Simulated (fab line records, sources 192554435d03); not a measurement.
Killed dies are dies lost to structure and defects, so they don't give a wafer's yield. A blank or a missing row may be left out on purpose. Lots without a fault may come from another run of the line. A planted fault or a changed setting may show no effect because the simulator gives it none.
Problem report in the 8D (eight disciplines) form, filled by code | flow n5_finfet | the parts of the form that need people (team, actions taken, sign-off) are left out

1. THE PROBLEM
etch_rf_on_time_s at N5_FIN_SAQP_ETCH_57 reads a mean of 53.8 s on 2 wafers of 1 lot; wafers without a fault read 45.9 s with a standard deviation of 1. That is +7.9 standard deviations from the usual mean.
The step: etches SiNx in CH3F/O2, target depth 32.5 nm, time 46.4 s.
First seen on wafer L707.2, day 5 12:13, on rie_diel-03. The record holds 26 wafers of 10 lots with a number at this step. Rule for "out", or "out of limits": more than 4 standard deviations from the usual mean. The other wafers with a number count as sound.

2. WHAT IT IS AND WHAT IT IS NOT
question                    | is                     | is not
which readings at this step | etch_rf_on_time_s      | drypump_motor_current_A, oes_product_au, rf_vpp_V, showerhead_plenum_p_Torr, throttle_valve_pct
which lots                  | L707                   | L693, L694, L697, L699, L703, L705, L714, L715, L716
which wafers of those lots  | all that have a number | -
read on which tools         | rie_diel-03            | rie_diel-02, rie_diel-06
when                        | from day 5 12:13       | up to then (17 sound wafers); but 7 sound wafers of L714, L715, L716 came after

3. SUSPECTS, AND WHAT RULES EACH OUT
Counting: a tool at a process step up to the reading stays a suspect if it ran every lot that is out and no sound lot after the first of them.
- pecvd-02 at N5_FIN_SAQP_PECVD_47 (deposits a-Si from SiH4/He, target thk 45 nm, time 36.3 s): kept. It ran the lot that is out, L707 (day 5 08:51), and no sound lot after that; its last sound lot up to then is L697 (day 2 21:10).
- pecvd-02 at N5_FIN_SAQP_PECVD_48 (deposits SiNx from SiH4/NH3/N2, target thk 25 nm, time 22.1 s): kept. It ran the lot that is out, L707 (day 5 08:53), and no sound lot after that; its last sound lot up to then is L697 (day 2 21:12).
- rie_diel-06 at N5_FIN_SAQP_ETCH_51 (etches SiARC in CF4, target depth 45.5 nm, time 75.8 s): kept. It ran the lot that is out, L707 (day 5 09:38), and no sound lot after that; its last sound lot up to then is L694 (day 2 05:18).
- rie_diel-03 at N5_FIN_SAQP_ETCH_57 (etches SiNx in CH3F/O2, target depth 32.5 nm, time 46.4 s): kept. It ran the lot that is out, L707 (day 5 12:13), and no sound lot after that; its last sound lot up to then is L703 (day 4 14:04). Its own readings are out on those wafers: etch_rf_on_time_s.
Left after counting: pecvd-02 at N5_FIN_SAQP_PECVD_47, pecvd-02 at N5_FIN_SAQP_PECVD_48, rie_diel-06 at N5_FIN_SAQP_ETCH_51, rie_diel-03 at N5_FIN_SAQP_ETCH_57.

4. THE CAUSE (what the simulator had put in)
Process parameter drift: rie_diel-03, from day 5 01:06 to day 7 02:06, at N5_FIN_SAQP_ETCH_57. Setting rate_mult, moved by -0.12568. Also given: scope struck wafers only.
Counting left 4 suspects, and this tool is among them.

5. THE CHAIN OF EFFECTS, in route order
Each row: a reading whose mean over the struck wafers that have a number lies more than 3 standard deviations from the usual. Only readings for which the record gives a usual standard deviation are gone through. hours: the time from each lot's start at the first step in this table that gives one to its start at this step, as a median over the lots. sigmas: the change in usual standard deviations.
hours | step                | reading           | usual  | on struck wafers | change | sigmas
0     | N5_FIN_SAQP_ETCH_57 | etch_rf_on_time_s | 45.9 s | 53.8             | +7.9   | +7.9
The process steps in it:
- N5_FIN_SAQP_ETCH_57: etches SiNx in CH3F/O2, target depth 32.5 nm, time 46.4 s.
Later measuring or inspecting steps at which every struck wafer that the step has a row for has a number for every such reading, and none has moved that far: N5_BEOL_M4_RC_MEAS_101.

6. WHAT WOULD HAVE CAUGHT IT SOONER
In this record the first reading out of limits was taken at day 5 12:13, 11 hours after the fault began at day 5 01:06.
